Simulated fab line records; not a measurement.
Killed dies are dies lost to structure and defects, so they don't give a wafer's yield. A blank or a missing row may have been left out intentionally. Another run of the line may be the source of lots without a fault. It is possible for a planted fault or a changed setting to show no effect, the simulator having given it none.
fab line records ; flow n5_finfet ; part 2 of 2: steps 16 to 16 of 16
[record] lots = 7; wafers = 18; last_day = 16
route steps=1938 shown BEOL_M4@1052 PASSIVATION@1936
lots untouched by any fault: they come from a run of this same line in which no faults occurred
start_h: the number of hours between the record's first day and the start of the first shown wafer of the lot ; wait_h: how many hours have passed since the lot's step before this one ; " as in the row above ; L1.1+2: a single row standing in for several wafers ; - either no value or no given start ; * or withheld: withheld ; < > ~ a bound
route shown NAME@n: a module of which the file shows steps, and the number in the route of the first ; usual: mean/standard deviation of fault-free wafers ; same: alike in all rows ; chamber/n: place in a boat ; sites: the reading at each site ; _std_site: how widely they spread, as a standard deviation ; _edge_site: the outer-site mean with the inner-site mean subtracted ; radius_mm: for every site, how far away it sits from the centre of the wafer ; mask NAME#n: copy n ; behind: the tool/chamber that last shaped the wafer ; hold: cause of the lot's hold/its duration in hours/its outcome ; device: transistor that didn't switch, given as n, p or np ; end of line: the tests these same wafers got at the end of their route ; a step given without rows: its recipe and nothing more ; killed: dies that structure and defects cost at the first sort, which is not the same as the wafer's yield ; map: per-die view of a wafer (x killed, . not killed, _ where there is no die)
set.NAME: the run value of the setting; set.NAME@STEP: its run value at that earlier step ; model.NAME: the simulator's own value behind a step, which no gauge read
certain route steps with their lots: each step a table, each wafer a row
services: a tool's chamber out of use, with start hour (start_h, from the record's first day; less than 0 if before it), hours out, and reason
[[steps]]
[step N5_PASSIVATION_PROBE_49]
[usual] defect_limited_yield = 91.0/1.4; killed_at_M0_to_M3 = 36/11; killed_at_M4_up = 13/5.4; killed_at_contacts = 12/6.4; killed_at_front_end = 41/13; killed_at_other = 2.9/2.3; killed_dies = 106/17; killed_open = 70/12; killed_short = 34/8.4; sort_bin_5_function = 5.2/1; sort_bin_6_memory = 3.4/0.63; sort_bin_8_speed = 0.1/0.49; sort_n_pass = 1074/18; sort_yield_pct = 91.0/1.6
[same] gross_dies = 1180; killed_at_back_side = 0; sort_bin_4_leakage[%] = 0
lot.wafer;tool;chamber;start_h;wait_h;defect_limited_yield[%];killed_at_M0_to_M3;killed_at_M4_up;killed_at_contacts;killed_at_front_end;killed_at_other;killed_dies;killed_open;killed_short;sort_bin_5_function[%];sort_bin_6_memory[%];sort_bin_8_speed[%];sort_n_pass;sort_yield_pct[%]
L419.1;prober-02;-;274.49;0.0;87.8;34;11;29;67;3;144;103;40;6.9;4.9;0;1036;87.8
L419.2;prober-02;-;274.54;0.1;91.0;31;6;20;44;5;106;68;37;5.0;3.6;0;1074;91.0
L419.4;prober-02;-;274.64;0.2;87.9;49;9;26;51;8;143;96;39;7.1;4.2;0;1037;87.9
L422.4;prober-02;-;297.68;0.2;89.8;33;18;7;59;3;120;75;45;5.3;4.5;0;1060;89.8
L422.5;prober-02;-;297.73;0.2;89.7;36;9;6;65;5;121;72;49;6.1;3.9;0;1059;89.7
L422.6;prober-02;-;297.78;0.3;88.3;46;6;10;76;0;138;82;49;7.0;3.6;0;1042;88.3
L429.2;prober-01;-;339.58;0.1;94.2;21;10;12;22;3;68;51;17;3.6;1.9;0;1112;94.2
L429.4;prober-01;-;339.68;0.2;92.5;31;5;20;30;3;89;61;27;4.2;3.0;0;1091;92.5
L430.1;prober-01;-;347.99;0.0;90.2;48;12;6;48;2;116;77;35;5.9;3.5;0;1064;90.2
L430.4;prober-01;-;348.14;0.2;90.3;44;18;10;43;0;115;73;39;5.6;3.9;0;1065;90.3
L430.6;prober-01;-;348.24;0.3;90.1;48;17;10;41;1;117;73;42;6.0;3.4;0;1063;90.1
L431.2;prober-02;-;351.47;0.1;91.8;23;9;20;42;3;97;62;35;4.3;3.9;0;1083;91.8
L431.5;prober-02;-;351.62;0.2;90.7;28;20;13;46;3;110;62;48;5.4;3.5;4.2;1021;86.5
L433.5;prober-01;-;356.02;0.2;89.3;42;18;16;50;0;126;84;36;6.1;3.7;0;1054;89.3
L433.6;prober-01;-;356.07;0.3;90.6;27;15;5;63;1;111;83;26;5.4;3.6;0;1069;90.6
L437.3;prober-02;-;381.44;0.1;90.2;60;15;6;34;1;116;68;45;6.0;3.5;0;1064;90.2
L437.5;prober-02;-;381.54;0.2;89.2;60;6;19;34;8;127;79;45;5.3;5.0;0;1053;89.2
L437.6;prober-02;-;381.59;0.3;90.6;54;8;20;26;3;111;72;38;4.8;3.9;0;1069;90.6
// killed by level:class
L419.1 MOL_CONTACT_COAG:geometric_particle:open=25 DUMMY_GATE:geometric_particle:open=12 FIN_SAQP:geometric_particle:open=10 BEOL_M2:geometric_particle:open=10 SPACER0:geometric_particle:open=8 BEOL_M0_SAQP:geometric_particle:open=8 FIN_SAQP:geometric_particle:short=7 STI_FIN_REVEAL:geometric_particle:open=6
L419.2 MOL_CONTACT_COAG:geometric_particle:open=17 DUMMY_GATE:geometric_particle:open=12 STI_FIN_REVEAL:geometric_particle:open=9 BEOL_M0_SAQP:geometric_particle:open=9 FIN_SAQP:geometric_particle:open=7 FIN_SAQP:geometric_particle:short=7 BEOL_M0_SAQP:geometric_particle:short=7 STI_FIN_REVEAL:geometric_particle:short=4
L419.4 MOL_CONTACT_COAG:geometric_particle:open=24 BEOL_M0_SAQP:geometric_particle:short=11 BEOL_M0_SAQP:geometric_particle:open=10 STI_FIN_REVEAL:geometric_particle:open=8 DUMMY_GATE:geometric_particle:open=8 HKMG_FIN:area_etch=8 BEOL_M1:geometric_particle:short=6 BEOL_M2:geometric_particle:open=6
L422.4 STI_FIN_REVEAL:geometric_particle:open=16 FIN_SAQP:geometric_particle:short=9 BEOL_M3:geometric_particle:open=9 FIN_SAQP:geometric_particle:open=8 BEOL_M0_SAQP:geometric_particle:open=8 BEOL_M0_SAQP:geometric_particle:short=7 STI_FIN_REVEAL:geometric_particle:short=6 GATE_CUT:geometric_particle:short=6
L422.5 STI_FIN_REVEAL:geometric_particle:open=15 FIN_SAQP:geometric_particle:short=14 BEOL_M0_SAQP:geometric_particle:short=12 FIN_SAQP:geometric_particle:open=9 BEOL_M3:geometric_particle:open=9 BEOL_M0_SAQP:geometric_particle:open=7 MOL_CONTACT_COAG:geometric_particle:open=6 GATE_CUT:geometric_particle:short=5
L422.6 FIN_SAQP:geometric_particle:short=20 MOL_CONTACT_COAG:geometric_particle:open=10 STI_FIN_REVEAL:geometric_particle:open=10 BEOL_M0_SAQP:geometric_particle:open=10 FIN_SAQP:geometric_particle:open=9 BEOL_M1:geometric_particle:open=9 BEOL_M0_SAQP:geometric_particle:short=8 BEOL_M2:geometric_particle:open=7
L429.2 BEOL_M2:geometric_particle:open=12 MOL_CONTACT_COAG:geometric_particle:open=11 FIN_SAQP:geometric_particle:open=6 FIN_SAQP:geometric_particle:short=4 BEOL_M5:geometric_particle:open=4 STARTING-WAFER:geometric_particle:short=4 BEOL_M3:geometric_particle:open=3 BEOL_M0_SAQP:geometric_particle:open=3
L429.4 MOL_CONTACT_COAG:geometric_particle:open=16 BEOL_M0_SAQP:geometric_particle:open=11 FIN_SAQP:geometric_particle:open=5 BEOL_M0:geometric_particle:open=5 STI_FIN_REVEAL:geometric_particle:open=4 DUMMY_GATE:geometric_particle:open=4 MOL_CONTACT_COAG:geometric_particle:short=4 BEOL_M0_SAQP:geometric_particle:short=4
L430.1 FIN_SAQP:geometric_particle:open=13 BEOL_M0_SAQP:geometric_particle:open=11 BEOL_M2:geometric_particle:open=11 GATE_CUT:geometric_particle:short=8 BEOL_M1:geometric_particle:open=8 GATE_CUT:geometric_particle:open=7 BEOL_M1:geometric_particle:short=6 BEOL_M0_SAQP:geometric_particle:short=5
L430.4 BEOL_M0_SAQP:geometric_particle:short=13 BEOL_M0_SAQP:geometric_particle:open=11 FIN_SAQP:geometric_particle:open=10 FIN_SAQP:geometric_particle:short=9 MOL_CONTACT_COAG:geometric_particle:open=9 BEOL_M4:geometric_particle:open=7 STARTING-WAFER:geometric_particle:open=6 BEOL_M5:geometric_particle:open=6
L430.6 BEOL_M0_SAQP:geometric_particle:short=12 BEOL_M0_SAQP:geometric_particle:open=10 MOL_CONTACT_COAG:geometric_particle:open=9 FIN_SAQP:geometric_particle:open=8 BEOL_M1:geometric_particle:open=7 BEOL_M3:geometric_particle:open=7 BEOL_M2:geometric_particle:open=6 BEOL_M5:geometric_particle:short=6
L431.2 MOL_CONTACT_COAG:geometric_particle:open=16 STI_FIN_REVEAL:geometric_particle:open=10 BEOL_M0_SAQP:geometric_particle:short=8 FIN_SAQP:geometric_particle:short=7 GATE_CUT:geometric_particle:short=6 STARTING-WAFER:geometric_particle:open=6 FIN_SAQP:geometric_particle:open=5 MOL_CONTACT_COAG:geometric_particle:short=4
L431.5 MOL_CONTACT_COAG:geometric_particle:open=10 FIN_SAQP:geometric_particle:short=9 GATE_CUT:geometric_particle:short=9 BEOL_M1:geometric_particle:open=9 BEOL_M4:geometric_particle:open=9 FIN_SAQP:geometric_particle:open=8 BEOL_M0_SAQP:geometric_particle:short=8 DUMMY_GATE:geometric_particle:open=4
L433.5 FIN_SAQP:geometric_particle:open=13 MOL_CONTACT_COAG:geometric_particle:open=13 BEOL_M0_SAQP:geometric_particle:open=11 BEOL_M4:geometric_particle:open=9 FIN_SAQP:geometric_particle:short=8 BEOL_M3:geometric_particle:open=8 STI_FIN_REVEAL:geometric_particle:open=7 BEOL_M1:geometric_particle:open=7
L433.6 FIN_SAQP:geometric_particle:open=39 FIN_SAQP:geometric_particle:short=9 BEOL_M4:geometric_particle:open=6 BEOL_M1:geometric_particle:open=6 DUMMY_GATE:geometric_particle:open=5 MOL_CONTACT_COAG:geometric_particle:open=4 BEOL_M8:geometric_particle:open=4 BEOL_M0_SAQP:geometric_particle:short=4
L437.3 BEOL_M0_SAQP:geometric_particle:short=19 BEOL_M0_SAQP:geometric_particle:open=19 GATE_CUT:geometric_particle:short=6 MOL_CONTACT_COAG:geometric_particle:open=6 BEOL_M2:geometric_particle:open=6 DUMMY_GATE:geometric_particle:open=5 BEOL_M4:geometric_particle:short=5 BEOL_M1:geometric_particle:open=5
L437.5 BEOL_M0_SAQP:geometric_particle:open=21 BEOL_M0_SAQP:geometric_particle:short=15 MOL_CONTACT_COAG:geometric_particle:open=14 FIN_SAQP:geometric_particle:open=9 FIN_SAQP:geometric_particle:short=8 BEOL_M2:geometric_particle:open=8 BEOL_M1:geometric_particle:open=6 MOL_CONTACT_COAG:geometric_particle:short=4
L437.6 BEOL_M0_SAQP:geometric_particle:open=20 BEOL_M0_SAQP:geometric_particle:short=18 MOL_CONTACT_COAG:geometric_particle:open=14 MOL_CONTACT_COAG:geometric_particle:short=6 FIN_SAQP:geometric_particle:short=4 ILD0:geometric_particle:open=4 BEOL_M1:geometric_particle:open=4 BEOL_M2:geometric_particle:open=4
[[services]]
tool;chamber;start_h;hours;kind
rie_diel-05;0;160.29;3.8;repair
rie_diel-02;1;161.78;-;clean
rie_diel-02;1;161.78;-;consumable_replace:focus_ring
rie_diel-02;1;161.78;-;consumable_replace:showerhead
rie_diel-02;1;161.78;13.9;scheduled_down
rie_diel-02;1;161.78;13.9;vent_cycle
rie_diel-01;0;196.80;1.5;repair
rie_diel-01;2;198.84;3.8;repair
ald_sin-02;3;202.94;4.4;repair
rie_diel-01;2;218.70;-;clean
rie_diel-01;2;218.70;-;consumable_replace:focus_ring
rie_diel-01;2;218.70;-;consumable_replace:showerhead
rie_diel-01;2;218.70;16.3;scheduled_down
rie_diel-01;2;218.70;16.3;vent_cycle
rie_diel-05;-;219.15;28.1;pm
ald_sin-03;3;224.49;4.0;repair
rie_diel-01;1;224.90;1.9;repair
ald_sin-02;0;225.51;2.2;repair
rie_diel-01;-;260.12;2.1;repair
ald_sin-02;-;268.81;14.0;pm
ald_sin-02;0;268.81;14.0;vent_cycle
ald_sin-02;1;268.81;14.0;vent_cycle
ald_sin-02;2;268.81;14.0;vent_cycle
ald_sin-02;3;268.81;14.0;vent_cycle
